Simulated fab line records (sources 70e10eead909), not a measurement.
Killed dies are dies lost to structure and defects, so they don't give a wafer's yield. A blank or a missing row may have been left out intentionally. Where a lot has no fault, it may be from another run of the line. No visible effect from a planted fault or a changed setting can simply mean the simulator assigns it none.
What tool caused it?	flow nand harc	11 lots with 33 wafers sampled at 4 steps, on a route of 1302 steps

WHAT THE GAUGES SHOWED, per wafer
NHARC_P_M2_INSPECT_11.
lot	measured	on	raw defect count
L325	day 6 13:13	defect inspect-02	9 6 9
L327	day 7 02:56	defect inspect-01	4 4 7
L329	day 8 04:00	defect inspect-01	1 3 2
L330	day 8 07:59	defect inspect-02	3 4 4
L333	day 9 19:02	defect inspect-01	4 1 3
L334	day 10 05:10	defect inspect-01	1 3 3
L335	day 10 19:08	defect inspect-02	2 6 9
L339	day 12 13:18	defect inspect-02	3 6 4
L338	day 12 15:31	defect inspect-02	6 7 3
L346	day 14 23:58	defect inspect-02	711 4 708
L348	day 15 19:07	defect inspect-02	6 707 3

WHICH TOOL RAN EACH LOT (tool, then ch and the chambers of the sampled wafers, then the start)
lot	NHARC_P_M0_PRE_CLEAN_29	NHARC_P_M0_PRE_CLEAN_31	NHARC_P_M1_CMP_23
L325	pvd sputter-03, day 6 07:39 or earlier	pecvd-02 ch 0,1,2, day 6 07:39	cmp-04 ch 0,2,3, day 6 11:15
L327	pvd sputter-01, day 6 21:16 or earlier	pecvd-04 ch 0,1,2, day 6 21:16	cmp-04 ch 1,2, day 7 01:04
L329	pvd sputter-01, day 7 22:17 or earlier	pecvd-02 ch 0,1, day 7 22:17	cmp-02 ch 0,1,2, day 8 02:08
L330	pvd sputter-01, day 8 02:25 or earlier	pecvd-02 ch 0,2, day 8 02:25	cmp-02 ch 0,1, day 8 06:01
L333	pvd sputter-01, day 9 13:26 or earlier	pecvd-04 ch 1,2, day 9 13:26	cmp-02 ch 1,2, day 9 17:02
L334	pvd sputter-01, day 9 23:30 or earlier	pecvd-04 ch 0,1,2, day 9 23:30	cmp-04 ch 0,1,2, day 10 03:10
L335	pvd sputter-02, day 10 13:33 or earlier	pecvd-03 ch 0,1,2, day 10 13:33	cmp-02 ch 1,2, day 10 17:10
L339	pvd sputter-01, day 12 07:11 or earlier	pecvd-02 ch 0,1,2, day 12 07:11	cmp-04 ch 0,1,2, day 12 11:20
L338	pvd sputter-01, day 12 10:01 or earlier	pecvd-02 ch 0,1,2, day 12 10:01	cmp-04 ch 0,1,3, day 12 13:41
L346	pvd sputter-01, day 14 18:16 or earlier	pecvd-03 ch 0,1,2, day 14 18:16	cmp-04 ch 1,2, day 14 21:58
L348	pvd sputter-01, day 15 13:38 or earlier	pecvd-04 ch 0,1,2, day 15 13:38	cmp-04 ch 1,2,3, day 15 17:08
- NHARC_P_M0_PRE_CLEAN_29: time 30 s.
- NHARC_P_M0_PRE_CLEAN_31: time 12 s.
- NHARC_P_M1_CMP_23: polishes, t overpolish 20 s, target thk 157.82 nm.

THE ANSWER, worked out from the rows above alone
Rule: the lots themselves supply what counts as usual. The widest of any qualifying gaps counts: lots, ordered by their means at a reading, are off when they make up no more than a third of the lots, leave a main group of 4 or more, and stand apart from it by 3 or more times the standard deviation of that group's means. A main group is skipped when, at the precision printed for the reading in the tables above, its means are all equal. Also off: a lot with no number at a reading for which 4 or more lots have one. Where the step has rows for the other lots, those lots are counted as sound.
Off at NHARC_P_M2_INSPECT_11 (raw defect count): L346, L348. Mean 4.3 and standard deviation 1.8 in the main group.
A tool fits if, at a process step before that reading, it ran every lot that is off, and no sound lot after the first of them. Those tools and the gauges at NHARC_P_M2_INSPECT_11 are tried in the same way. NHARC_P_M0_PRE_CLEAN_29: start missing for some lots; hours and lot order therefore follow NHARC_P_M0_PRE_CLEAN_31. Can't be told from this: 3 tools fit, pvd sputter-01 at NHARC_P_M0_PRE_CLEAN_29, cmp-04 at NHARC_P_M1_CMP_23, defect inspect-02 at NHARC_P_M2_INSPECT_11.

WHAT HAD BEEN PUT IN BY THE SIMULATOR
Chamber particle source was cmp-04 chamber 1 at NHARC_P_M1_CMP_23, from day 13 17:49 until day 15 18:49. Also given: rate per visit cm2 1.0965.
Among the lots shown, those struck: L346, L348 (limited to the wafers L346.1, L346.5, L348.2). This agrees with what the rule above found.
